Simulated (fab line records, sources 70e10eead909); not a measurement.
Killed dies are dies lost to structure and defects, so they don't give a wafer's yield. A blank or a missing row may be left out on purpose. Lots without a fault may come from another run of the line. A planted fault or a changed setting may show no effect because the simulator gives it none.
Chamber matching | flow nand_harc | NHARC_A_ONON_D1_DEP_33 on pecvd-03: 3 sister chambers
The step deposits SiO2, target thk 200 nm. 16 wafers are shown with their chamber, then 8 later ones without.

WAFERS WITH THEIR CHAMBER
wafer  | chamber | throttle_valve_pct (%) | heater_power_w (W) | chamber_pressure_Torr (Torr)
L750.1 | 2       | 15.4                   | 547                | 6.519
L750.5 | 0       | 16.1                   | 562                | 6.518
L750.6 | 2       | 15.6                   | 557                | 6.507
L751.1 | 1       | 17.0                   | 467                | 6.500
L751.5 | 2       | 15.5                   | 600                | 6.519
L751.6 | 1       | 17.5                   | 469                | 6.506
L755.1 | 1       | 17.1                   | 468                | 6.512
L755.2 | 0       | 16.2                   | 612                | 6.508
L755.6 | 2       | 15.2                   | 514                | 6.520
L756.2 | 1       | 17.2                   | 426                | 6.522
L756.3 | 0       | 16.4                   | 614                | 6.507
L756.6 | 1       | 17.5                   | 433                | 6.508
L757.1 | 2       | 15.7                   | 599                | 6.490
L757.3 | 0       | 16.3                   | 550                | 6.484
L757.6 | 2       | 15.2                   | 593                | 6.482
L760.1 | 2       | 15.3                   | 526                | 6.514

SIGNATURES (means of the wafers above)
reading               | chamber 0 | chamber 1 | chamber 2 | scatter within a chamber
throttle_valve_pct    | 16.250    | 17.260    | 15.414    | 0.194
heater_power_w        | 584.50    | 452.60    | 562.29    | 31.3
chamber_pressure_Torr | 6.50425   | 6.50960   | 6.50729   | 0.0133
Rule: a wafer's distance from a chamber is the root of the sum, over the readings, of the square of ((its reading less the chamber's mean) divided by the reading's scatter). The wafer belongs to the nearest chamber; if the next one is less than 2 further off, it can't be placed. The scatter: the root of (the sum of the squares of (reading less its chamber's mean) over the shown wafers, divided by (wafers less chambers)).

WAFERS WITHOUT THEIR CHAMBER
wafer  | throttle_valve_pct (%) | heater_power_w (W) | chamber_pressure_Torr (Torr)
L760.5 | 15.3                   | 543                | 6.492
L760.6 | 17.6                   | 472                | 6.490
L764.4 | 15.6                   | 601                | 6.532
L764.5 | 16.4                   | 582                | 6.493
L764.6 | 17.4                   | 465                | 6.506
L766.4 | 16.3                   | 522                | 6.509
L766.5 | 15.5                   | 515                | 6.539
L766.6 | 17.6                   | 476                | 6.511

WHICH CHAMBER EACH WENT THROUGH
wafer  | from the rows above     | in truth
L760.5 | 2                       | 2
L760.6 | 1                       | 1
L764.4 | can't be placed: 2 or 0 | 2
L764.5 | 0                       | 0
L764.6 | 1                       | 1
L766.4 | 0                       | 0
L766.5 | 2                       | 2
L766.6 | 1                       | 1
Placed correctly: 7 of 8. Can't be placed from these rows: 1 (the true chamber is among the candidates in 1). Placed wrongly: 0.
